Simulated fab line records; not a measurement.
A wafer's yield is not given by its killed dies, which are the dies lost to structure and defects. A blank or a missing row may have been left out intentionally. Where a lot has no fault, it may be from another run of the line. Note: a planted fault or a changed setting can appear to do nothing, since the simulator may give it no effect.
Split-lot experiment	flow n5 finfet	route with 1938 steps; 7 lots, 39 wafers read

ABOUT THE SPLIT
At N5_DUMMY_GATE_ETCH_42 (etches SiO2 in CHF3/O2, target depth 3.5 nm, time 31 s), the setting bias w was moved away from the recipe's 12 W on 9 of the 39 wafers read, by -12.3% to +17.9%. All remaining wafers had this setting at the recipe value.

Reading taken at the split's own step.

THE READING
rf vpp V, in V, at N5_DUMMY_GATE_ETCH_42 (etches SiO2 in CHF3/O2, target depth 3.5 nm, time 31 s). A value of 42.4 V with a standard deviation of 0.83 V is what fault-free wafers of this fab line usually give.

wafer	tool, chamber at the split	bias w as run, W	against the recipe	rf vpp V, V	against lot-mates on the recipe
L074.1	rie diel-05, 0	12	recipe	42.9	-
L074.2	rie diel-05, 2	12	recipe	41.9	-
L074.3	rie diel-05, 1	12	recipe	42.5	-
L074.4	rie diel-05, 3	12	recipe	42.1	-
L074.5	rie diel-05, 1	12	recipe	42.2	-
L074.6	rie diel-05, 2	12	recipe	41.7	-
L078.1	rie diel-06, 3	12	recipe	43.9	-
L078.2	rie diel-06, 0	12	recipe	43.4	-
L078.3	rie diel-06, 2	12	recipe	42.7	-
L078.4	rie diel-06, 2	12	recipe	43.1	-
L078.5	rie diel-06, 0	12	recipe	41.7	-
L078.6	rie diel-06, 3	12	recipe	41.6	-
L084.1	rie diel-06, 1	10.52	-12.3%	37.7	-5.8
L084.2	rie diel-06, 3	12	recipe	43.9	-
L084.3	rie diel-06, 2	12	recipe	44.1	-
L084.4	rie diel-06, 0	12	recipe	42.5	-
L084.5	rie diel-06, 1	10.52	-12.3%	37.8	-5.7
L084.6	rie diel-06, 2	10.52	-12.3%	38.4	-5.1
L086.1	rie diel-06, 0	12	recipe	42.4	-
L086.4	rie diel-06, 0	12	recipe	42.7	-
L086.5	rie diel-06, 1	12	recipe	42.6	-
L087.1	rie diel-06, 2	12	recipe	41.3	-
L087.2	rie diel-06, 1	13.18	+9.8%	45.0	+3.0
L087.3	rie diel-06, 0	12	recipe	42.0	-
L087.4	rie diel-06, 1	12	recipe	42.8	-
L087.5	rie diel-06, 0	13.18	+9.8%	44.7	+2.7
L087.6	rie diel-06, 2	13.18	+9.8%	46.0	+4.0
L089.1	rie diel-05, 2	12	recipe	41.1	-
L089.2	rie diel-05, 0	12	recipe	43.6	-
L089.3	rie diel-05, 1	12	recipe	41.9	-
L089.4	rie diel-05, 3	12	recipe	42.9	-
L089.5	rie diel-05, 2	12	recipe	41.6	-
L089.6	rie diel-05, 1	12	recipe	44.0	-
L092.1	rie diel-06, 3	14.15	+17.9%	48.8	+7.2
L092.2	rie diel-06, 1	14.15	+17.9%	47.1	+5.5
L092.3	rie diel-06, 2	12	recipe	41.5	-
L092.4	rie diel-06, 0	12	recipe	42.3	-
L092.5	rie diel-06, 3	14.15	+17.9%	47.6	+6.0
L092.6	rie diel-06, 0	12	recipe	41.1	-

FIT RESULTS
A straight line over all 39 wafers: rf vpp V changes by +0.316 V for each +1% of bias w; r = +0.93; the points scatter about the line by 0.84 V.
The same after taking each lot's own level away (the mean of its wafers on the recipe; 39 wafers): +0.374 V for each +1%; r = +0.96; scatter 0.76 V.
That fit puts the effect of the largest move of bias w on the reading at 6.7 V.
Across the lots, their own levels run from 41.63 to 43.50 V, a range of 2.2 times the standard deviation given above.
So the slope is not independent of the lot-to-lot level: the two fits are not the same.
Check: with one of the wafers moved furthest among these (+17.9%) left out of the fit, the line predicts +6.4 V for it against its lot-mates. Against them it came out at +7.17 V.
Tool readings at the split's step, against how far the setting was moved: rf vpp V r = +0.93.

OTHER SPLITS ON THESE WAFERS
Other splits were also applied to these wafers ahead of the reading. Each is held against what the fit with the lots' levels taken away leaves over:
other split on the same wafers	wafers away from the commonest value	r with rf vpp V (lot level and that fit taken away)
N5_FIN_CUT_ETCH_21 bias w	15	+0.07
N5_DUMMY_GATE_ETCH_32 time s	15	+0.08
N5_DUMMY_GATE_ETCH_44 target depth a	15	+0.23

THE FILE'S OWN FIT
rf vpp V changes by +0.369 V for each +1% of bias w, r = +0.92.
